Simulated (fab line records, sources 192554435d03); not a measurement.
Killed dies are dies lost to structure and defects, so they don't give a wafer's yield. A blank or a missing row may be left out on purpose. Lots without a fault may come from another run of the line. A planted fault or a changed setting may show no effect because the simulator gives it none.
Chamber matching | flow n5_finfet | N5_BEOL_M0_SAQP_HM_DEP_111 on pecvd-04: 3 sister chambers
The step deposits SiO2 from SiH4/N2O, target thk 12 nm, time 7.2 s. 3 wafers are shown with their chamber, then 6 later ones without.

WAFERS WITH THEIR CHAMBER
wafer  | chamber | showerhead_plenum_p_Torr (Torr)
L357.5 | 0       | 8.05
L358.1 | 2       | 8.13
L358.3 | 1       | 8.06

WAFERS WITHOUT THEIR CHAMBER
wafer  | showerhead_plenum_p_Torr (Torr)
L358.6 | 8.12
L359.1 | 8.09
L359.3 | 8.07
L373.1 | 8.05
L373.3 | 8.09
L373.5 | 8.10

WHICH CHAMBER EACH WENT THROUGH
wafer  | from the rows above          | in truth
L358.6 | 2                            | 2
L359.1 | can't be placed: 1 or 0 or 2 | 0
L359.3 | can't be placed: 1 or 0      | 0
L373.1 | can't be placed: 0 or 1      | 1
L373.3 | can't be placed: 1 or 0 or 2 | 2
L373.5 | can't be placed: 2 or 1 or 0 | 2
Placed correctly: 1 of 6. Can't be placed from these rows: 5 (the true chamber is among the candidates in 5). Placed wrongly: 0.
How it was worked out, from the rows above alone: a wafer's distance from a chamber is the root of the sum, over the readings, of the square of ((its reading less the chamber's mean) divided by the reading's scatter). The wafer belongs to the nearest chamber; if the next one is less than 2 further off, it can't be placed. A chamber's mean is the mean of its shown wafers. The scatter: with one shown wafer a chamber, the root of the mean of the squares of how far each hidden wafer lies from its nearest shown one.
